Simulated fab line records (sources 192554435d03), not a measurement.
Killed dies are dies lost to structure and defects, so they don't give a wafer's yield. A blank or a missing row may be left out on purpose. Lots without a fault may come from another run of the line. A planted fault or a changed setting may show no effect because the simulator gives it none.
Which tool is to blame?    flow n5-finfet    21 wafers from 7 lots sampled at 9 of the route's 1938 steps

== WHAT THE GAUGES SHOWED, per wafer ==
N5_DUMMY_GATE_OVL_MEAS_16. Usual: GATE_OVL -0.6 nm, standard deviation 0.73.
lot   measured     on          GATE_OVL (nm)   flag
L372  day 3 03:23  overlay-01  0.4 -1.3 -1.8   
L374  day 3 19:11  overlay-02  -2.5 -2.4 -1.6  
L375  day 4 02:33  overlay-02  -1.5 -2.2 -2.2  
L379  day 5 03:09  overlay-01  -0.8 -1.3 -1.6  
L390  day 7 15:02  overlay-01  -0.8 -0.2 -0.5  
L391  day 8 02:43  overlay-01  -0.6 -2.0 -0.2  
L394  day 8 16:56  overlay-01  0.5 -0.9 -0.8   

N5_DUMMY_GATE_INSPECT_27: inspects for defects (brightfield). Usual: raw-defect-count 301, standard deviation 77.
lot   measured     on                 raw-defect-count  flag
L372  day 3 04:37  defect-inspect-01  283 346 300       
L374  day 3 20:25  defect-inspect-01  240 211 211       
L375  day 4 03:58  defect-inspect-02  408 562 381       
L379  day 5 04:27  defect-inspect-01  276 241 222       
L390  day 7 16:18  defect-inspect-02  340 356 755       
L391  day 8 04:05  defect-inspect-02  311 345 658       
L394  day 8 18:10  defect-inspect-01  489 415 320       

N5_SPACER0_INSPECT_04: inspects for defects (darkfield). Usual: raw-defect-count 131, standard deviation 31.
lot   measured     on                 raw-defect-count  flag
L372  day 3 05:14  defect-inspect-01  135 139 127       
L374  day 3 21:56  defect-inspect-01  113 115 87        
L375  day 4 05:38  defect-inspect-02  155 202 156       
L379  day 5 05:03  defect-inspect-02  123 117 136       
L390  day 7 16:54  defect-inspect-01  130 163 458       OFF
L391  day 8 04:41  defect-inspect-01  119 134 469       OFF
L394  day 8 18:59  defect-inspect-02  199 196 143       

N5_SD_EPI_N_INSPECT_11: inspects for defects (macro). Usual: raw-defect-count 2.1, standard deviation 1.4.
lot   measured     on                 raw-defect-count  flag
L372  day 3 05:41  defect-inspect-01  4 4 0             
L374  day 3 22:23  defect-inspect-02  2 3 4             
L375  day 4 06:05  defect-inspect-02  0 2 2             
L379  day 5 05:23  defect-inspect-02  3 2 4             
L390  day 7 17:22  defect-inspect-01  4 1 277           OFF
L391  day 8 05:09  defect-inspect-01  2 2 >300          
L394  day 8 19:19  defect-inspect-01  4 4 3             

N5_SD_EPI_N_INSPECT_26: inspects for defects (darkfield). Usual: raw-defect-count 196, standard deviation 39.
lot   measured     on                 raw-defect-count  flag
L372  day 3 10:32  defect-inspect-01  223 233 219       
L374  day 4 02:26  defect-inspect-01  257 224 188       
L375  day 4 10:10  defect-inspect-02  214 277 217       
L379  day 5 09:48  defect-inspect-01  183 164 150       
L390  day 7 21:36  defect-inspect-01  193 239 510       OFF
L391  day 8 09:54  defect-inspect-01  169 172 499       
L394  day 8 23:17  defect-inspect-02  265 273 205       

N5_BEOL_M4_RC_MEAS_101. Usual: DIBL_N 37.1 mV/V, standard deviation 2.6; DIBL_P 38 mV/V, standard deviation 3; IOFF_N 0.18 nA/um, standard deviation 0.052; IOFF_P 0.25 nA/um, standard deviation 0.06; ION_N 678 uA/um, standard deviation 15; ION_P 467 uA/um, standard deviation 8.6; SS_N 71.7 mV/dec, standard deviation 0.73; SS_P 73.7 mV/dec, standard deviation 0.89; VT_N 249 mV, standard deviation 4.3; VT_P -248 mV, standard deviation 3.8.
lot   measured      on         DIBL_N (mV/V)   DIBL_P (mV/V)  IOFF_N (nA/um)  IOFF_P (nA/um)  ION_N (uA/um)  ION_P (uA/um)  SS_N (mV/dec)   SS_P (mV/dec)   VT_N (mV)    VT_P (mV)       flag
L372  day 10 12:04  prober-02  34.6 40.1 36.5  36 42 38       0.13 0.26 0.17  0.18 0.29 0.22  657 688 667    448 468 459    70.1 72.2 72.0  72.9 74.8 72.7  253 242 249  -255 -245 -251  
L374  day 11 17:44  prober-01  37.3 36.6 36.6  39 36 38       0.21 0.16 0.18  0.29 0.23 0.29  708 683 682    478 467 476    71.3 72.1 70.9  74.5 73.8 74.0  242 248 243  -242 -246 -243  
L375  day 12 18:28  prober-02  40.6 38.6 39.5  39 38 37       0.20 0.19 0.19  0.30 0.30 0.26  661 674 692    466 477 475    73.0 71.6 71.4  74.1 74.0 73.9  248 247 248  -244 -243 -247  
L379  day 12 21:09  prober-02  40.1 41.5 40.5  41 40 39       0.23 0.26 0.26  0.33 0.32 0.30  688 700 686    477 475 470    71.7 73.2 71.8  74.0 74.5 74.3  246 243 242  -242 -243 -246  
L390  day 15 12:39  prober-01  35.4 36.7 35.1  38 39 38       0.15 0.18 0.15  0.20 0.22 0.21  669 688 669    457 465 460    71.1 71.8 71.3  73.4 73.7 73.4  253 246 251  -252 -252 -251  
L391  day 15 15:13  prober-02  38.0 33.1 35.1  38 34 35       0.18 0.10 0.13  0.25 0.17 0.18  675 655 666    464 458 455    72.1 70.9 71.4  73.6 73.0 73.5  250 258 253  -248 -255 -253  
L394  day 16 15:21  prober-02  39.7 40.2 38.0  42 42 39       0.26 0.25 0.22  0.32 0.33 0.26  694 682 681    474 475 466    72.8 72.6 72.4  75.2 74.5 74.2  241 246 245  -245 -245 -246  

== WHAT TOOL EACH LOT RAN ON (gives the tool, then ch and the chambers of the sampled wafers, and finally the start) ==
lot   N5_DUMMY_GATE_ETCH_37              N5_DUMMY_GATE_STRIP_41             N5_DUMMY_GATE_STRIP_48
L372  rie-diel-03 ch 0,1,2, day 3 03:37  rie-diel-03 ch 0,1,2, day 3 03:56  rie-diel-03 ch 1,2, day 3 04:26
L374  rie-diel-02 ch 1,3, day 3 19:25    rie-diel-03 ch 1,2,3, day 3 19:44  rie-diel-06 ch 0,1, day 3 20:14
L375  rie-diel-03 ch 0,3, day 4 02:48    rie-diel-02 ch 1,2, day 4 03:15    rie-diel-03 ch 0,1,2, day 4 03:47
L379  rie-diel-02 ch 0,3, day 5 03:23    rie-diel-02 ch 2,3, day 5 03:42    rie-diel-06 ch 0,1,3, day 5 04:16
L390  rie-diel-02 ch 1,2,3, day 7 15:16  rie-diel-03 ch 0,2,3, day 7 15:37  rie-diel-06 ch 1,2, day 7 16:07
L391  rie-diel-02 ch 1,2,3, day 8 02:57  rie-diel-03 ch 0,1,3, day 8 03:25  rie-diel-03 ch 0,1,3, day 8 03:54
L394  rie-diel-06 ch 0,1,2, day 8 17:10  rie-diel-06 ch 0,1,2, day 8 17:29  rie-diel-03 ch 0,1,3, day 8 17:59
- N5_DUMMY_GATE_ETCH_37: etches SOC in N2/H2, target depth 60 nm, overetch 30 nm.
- N5_DUMMY_GATE_STRIP_41: strips in O2.
- N5_DUMMY_GATE_STRIP_48: strips in N2/H2, time 20 s.

== AS READ BY THE TOOLS THEMSELVES (means over the sampled wafers that have a number; for cases with no such wafer, the mark the record gives instead) ==
N5_DUMMY_GATE_ETCH_37. Usual: chamber-pressure-mTorr 30.003 mTorr, standard deviation 0.029; drypump-motor-current-A 5.7 A, standard deviation 0.33; h2-flow-sccm 200.0 sccm, standard deviation 0.61; oes-product-au 0.63 a.u., standard deviation 0.062; rf-fwd-power-W 832 W, standard deviation 3.3; rf-vpp-V 524 V, standard deviation 3; showerhead-plenum-p-Torr 2.55 Torr, standard deviation 0.11; throttle-valve-pct 17.7 %, standard deviation 0.31.
lot   tool         chamber-pressure-mTorr (mTorr)  drypump-motor-current-A (A)  h2-flow-sccm (sccm)  oes-product-au (a.u.)  rf-fwd-power-W (W)  rf-vpp-V (V)  showerhead-plenum-p-Torr (Torr)  throttle-valve-pct (%)  flag
L372  rie-diel-03  30.024                          6.1                          199.2                0.65                   830                 526           2.63                             17.7                    
L374  rie-diel-02  29.999                          5.7                          199.7                0.62                   835                 526           2.59                             17.7                    
L375  rie-diel-03  29.997                          5.9                          200.7                0.69                   830                 526           2.62                             17.5                    
L379  rie-diel-02  30.007                          5.9                          200.4                0.59                   835                 526           2.61                             18.0                    
L390  rie-diel-02  29.997                          5.7                          200.0                0.62                   834                 521           2.48                             17.7                    
L391  rie-diel-02  30.012                          5.6                          200.6                0.61                   833                 521           2.48                             17.7                    
L394  rie-diel-06  30.011                          5.6                          200.0                0.63                   833                 525           2.58                             17.5                    

N5_DUMMY_GATE_STRIP_41. Usual: chamber-pressure-mTorr 30.004 mTorr, standard deviation 0.029; drypump-motor-current-A 5.7 A, standard deviation 0.36; oes-product-au 0.81 a.u., standard deviation 0.087; rf-vpp-V 3.7 V, standard deviation 0.53; showerhead-plenum-p-Torr 2.12 Torr, standard deviation 0.084; throttle-valve-pct 16.6 %, standard deviation 0.31.
lot   tool         chamber-pressure-mTorr (mTorr)  drypump-motor-current-A (A)  oes-product-au (a.u.)  rf-vpp-V (V)  showerhead-plenum-p-Torr (Torr)  throttle-valve-pct (%)  flag
L372  rie-diel-03  29.994                          6.1                          0.84                   4.0           2.18                             16.7                    
L374  rie-diel-03  30.018                          5.7                          0.87                   2.8           2.21                             16.6                    
L375  rie-diel-02  30.001                          5.6                          0.80                   3.9           1.97                             16.6                    
L379  rie-diel-02  29.977                          5.8                          0.77                   3.8           2.12                             16.8                    
L390  rie-diel-03  29.994                          5.9                          0.88                   3.9           2.18                             16.4                    
L391  rie-diel-03  30.005                          5.7                          0.82                   3.7           2.17                             16.7                    
L394  rie-diel-06  30.000                          5.7                          0.80                   3.4           2.13                             16.5                    

N5_DUMMY_GATE_STRIP_48. Usual: value, then standard deviation, for each; chamber-pressure-mTorr 99.99 mTorr / 0.097; drypump-motor-current-A 5.8 A / 0.37; h2-flow-sccm 300.0 sccm / 0.83; oes-product-au 0.81 a.u. / 0.088; rf-vpp-V 45.4 V / 0.83; showerhead-plenum-p-Torr 3.42 Torr / 0.12; throttle-valve-pct 12.1 % / 0.33.
lot   tool         chamber-pressure-mTorr (mTorr)  drypump-motor-current-A (A)  h2-flow-sccm (sccm)  oes-product-au (a.u.)  rf-vpp-V (V)  showerhead-plenum-p-Torr (Torr)  throttle-valve-pct (%)  flag
L372  rie-diel-03  100.00                          5.9                          300.3                0.79                   45.3          3.51                             12.4                    
L374  rie-diel-06  99.92                           5.7                          299.6                0.75                   45.7          3.44                             12.0                    
L375  rie-diel-03  100.02                          6.1                          299.8                0.82                   46.1          3.49                             12.1                    
L379  rie-diel-06  99.95                           5.7                          300.6                0.82                   46.0          3.38                             11.9                    
L390  rie-diel-06  100.07                          5.4                          300.1                0.76                   46.0          3.46                             12.1                    
L391  rie-diel-03  99.97                           5.7                          300.5                0.82                   45.7          3.48                             12.2                    
L394  rie-diel-03  100.04                          5.7                          300.8                0.81                   45.3          3.48                             12.2                    

== THE ANSWER, worked out from the rows above alone ==
Rule: lot off if the mean of its wafers having a number is beyond 3 standard deviations from the usual mean. A lot without any number at a reading at which 4 lots or more have one is off too. Any other lot the step has rows for is counted as sound. After the gauges, taken in route order, come the tools' own readings; for these a lot's mean is taken, as printed above. The first step at which some lot is off is used, and at that step the reading that is off furthest; a lot without a number counts as furthest.
Off, at N5_SPACER0_INSPECT_04 on raw-defect-count: L390, L391.
If a tool, at a process step before that reading, ran all the lots that are off and no sound lot after the first of them, it fits. The gauges at N5_SPACER0_INSPECT_04 are tried like those tools. Can't be told from this: 3 tools fit, rie-diel-02 at N5_DUMMY_GATE_ETCH_37, rie-diel-03 at N5_DUMMY_GATE_STRIP_41, defect-inspect-01 at N5_SPACER0_INSPECT_04.

== WHAT THE SIMULATOR HAD PUT IN ==
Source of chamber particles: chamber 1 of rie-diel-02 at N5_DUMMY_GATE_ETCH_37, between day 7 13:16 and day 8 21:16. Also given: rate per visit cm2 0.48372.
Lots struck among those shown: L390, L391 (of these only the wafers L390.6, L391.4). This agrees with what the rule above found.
